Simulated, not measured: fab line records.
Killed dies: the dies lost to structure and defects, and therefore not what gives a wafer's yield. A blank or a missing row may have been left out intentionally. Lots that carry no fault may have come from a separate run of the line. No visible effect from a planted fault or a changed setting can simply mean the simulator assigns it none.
Which tool did it?    flow n5-finfet    Sampling: 11 lots, 33 wafers, 4 of 1938 route steps

== WHAT THE GAUGES READ, wafer by wafer ==
N5_BEOL_M11_RS_MEAS_57: the measuring method here is four-point-probe. Usual: M11_RS typically reads 0.1507 ohm/sq, with standard deviation 0.0025.
lot   measured      on             M11_RS (ohm/sq)       flag
L440  day 10 19:34  film-metro-01  0.1518 0.1543 0.1533  
L443  day 12 14:10  film-metro-02  0.1517 0.1517 0.1511  
L445  day 13 10:25  film-metro-01  0.1528 0.1462 0.1491  
L446  day 13 17:08  film-metro-02  0.1534 0.1473 0.1474  
L447  day 13 17:26  film-metro-02  0.1488 0.1475 0.1524  
L450  day 14 03:05  film-metro-01  0.1495 0.1521 0.1475  
L448  day 14 05:32  film-metro-02  0.1493 0.1522 0.1517  
L457  day 16 01:00  film-metro-02  0.1510 0.1514 0.1521  
L458  day 16 01:35  film-metro-02  0.1518 0.1505 0.1475  
L462  day 16 07:24  film-metro-01  0.1556 0.1503 0.1504  
L460  day 16 15:56  film-metro-01  0.1510 0.1438 0.1502  

N5_BEOL_M11_INSPECT_58: inspects for defects (darkfield). Usual: raw-defect-count 83, standard deviation 31.
lot   measured      on                 raw-defect-count  flag
L440  day 10 19:35  defect-inspect-02  56 170 121        
L443  day 12 14:11  defect-inspect-02  51 95 55          
L445  day 13 10:26  defect-inspect-01  72 52 74          
L446  day 13 17:10  defect-inspect-02  77 108 80         
L447  day 13 17:27  defect-inspect-02  76 77 93          
L450  day 14 03:07  defect-inspect-02  183 88 140        
L448  day 14 05:34  defect-inspect-01  75 56 58          
L457  day 16 01:02  defect-inspect-01  24 64 71          
L458  day 16 01:36  defect-inspect-02  63 77 60          
L462  day 16 07:25  defect-inspect-01  95 62 118         
L460  day 16 15:58  defect-inspect-01  89 80 80          

N5_BEOL_M12_INSPECT_12: inspects for defects (macro). Usual: raw-defect-count 2.3, standard deviation 1.5.
lot   measured      on                 raw-defect-count  flag
L440  day 10 20:14  defect-inspect-01  1 1 2             
L443  day 12 14:43  defect-inspect-02  3 3 2             
L445  day 13 11:05  defect-inspect-02  1 0 1             
L446  day 13 17:41  defect-inspect-02  3 1 1             
L447  day 13 18:07  defect-inspect-02  2 5 1             
L450  day 14 03:49  defect-inspect-02  1 0 2             
L448  day 14 06:13  defect-inspect-01  2 1 1             
L457  day 16 01:41  defect-inspect-01  4 3 1             
L458  day 16 02:16  defect-inspect-02  4 4 2             
L462  day 16 07:57  defect-inspect-02  5 0 2             
L460  day 16 16:30  defect-inspect-01  2 0 2             

== TOOL THAT RAN EACH LOT (tool first, then ch and the chambers of the sampled wafers, then the start) ==
lot   N5_BEOL_M12_COAT_58
L440  litho-track-02 ch 0, day 10 19:47
L443  litho-track-01 ch 0, day 12 14:23
L445  litho-track-02 ch 0, day 13 10:38
L446  litho-track-02 ch 0, day 13 17:22
L447  litho-track-02 ch 0, day 13 17:39
L450  litho-track-02 ch 0, day 14 03:22
L448  litho-track-01 ch 0, day 14 05:46
L457  litho-track-04 ch 0, day 16 01:14
L458  litho-track-04 ch 0, day 16 01:48
L462  litho-track-04 ch 0, day 16 07:37
L460  litho-track-04 ch 0, day 16 16:10
- N5_BEOL_M12_COAT_58: time 60 s, resist thk 89 nm.

== WHAT THE TOOLS THEMSELVES READ (means of the sampled wafers that have a number; where no wafer has one, the mark that the record gives instead) ==
N5_BEOL_M12_COAT_58. Usual: spin-speed-rpm 1500.1 rpm, standard deviation 1.1.
lot   tool            spin-speed-rpm (rpm)  flag
L440  litho-track-02  1501.0                
L443  litho-track-01  1501.1                
L445  litho-track-02  1499.9                
L446  litho-track-02  1500.9                
L447  litho-track-02  1406.0                OFF
L450  litho-track-02  1406.8                OFF
L448  litho-track-01  1499.8                
L457  litho-track-04  1500.5                
L458  litho-track-04  1501.1                
L462  litho-track-04  1500.0                
L460  litho-track-04  1500.9                

== THE ANSWER, worked out from the rows above alone ==
Rule: take the mean of a lot's wafers that have a number; if it is more than 3 standard deviations from the usual mean, the lot is off. Also off: a lot with no number at a reading for which 4 or more lots have one. All remaining lots with rows at the step are treated as sound. After the gauges, taken in route order, come the tools' own readings; for these a lot's mean is taken, as printed above. The first step at which some lot is off is used, and at that step the reading that is off furthest; a lot without a number counts as furthest.
Off: L447, L450 (N5_BEOL_M12_COAT_58, spin-speed-rpm).
If a tool, at that step or one of the process steps before it, ran each lot that is off and ran no sound lot following the first of them, it fits. One fits: litho-track-02 at N5_BEOL_M12_COAT_58. Its last sound lot is L446 (day 13 17:22), its first lot that is off L447 (day 13 17:39): a fault that began between those two fits.
The tool's own readings at N5_BEOL_M12_COAT_58 bear it out: on the lots that are off they differ by more than 5 times the standard deviation of the sound lots' means. spin-speed-rpm reads 1406.4 rpm there against 1500.6 rpm on the sound lots.

== WHAT THE SIMULATOR PUT IN ==
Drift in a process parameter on litho-track-02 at N5_BEOL_M12_COAT_58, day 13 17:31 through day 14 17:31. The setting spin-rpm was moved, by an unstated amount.
Lots struck among those shown: L447, L450. This agrees with what the rule above found.
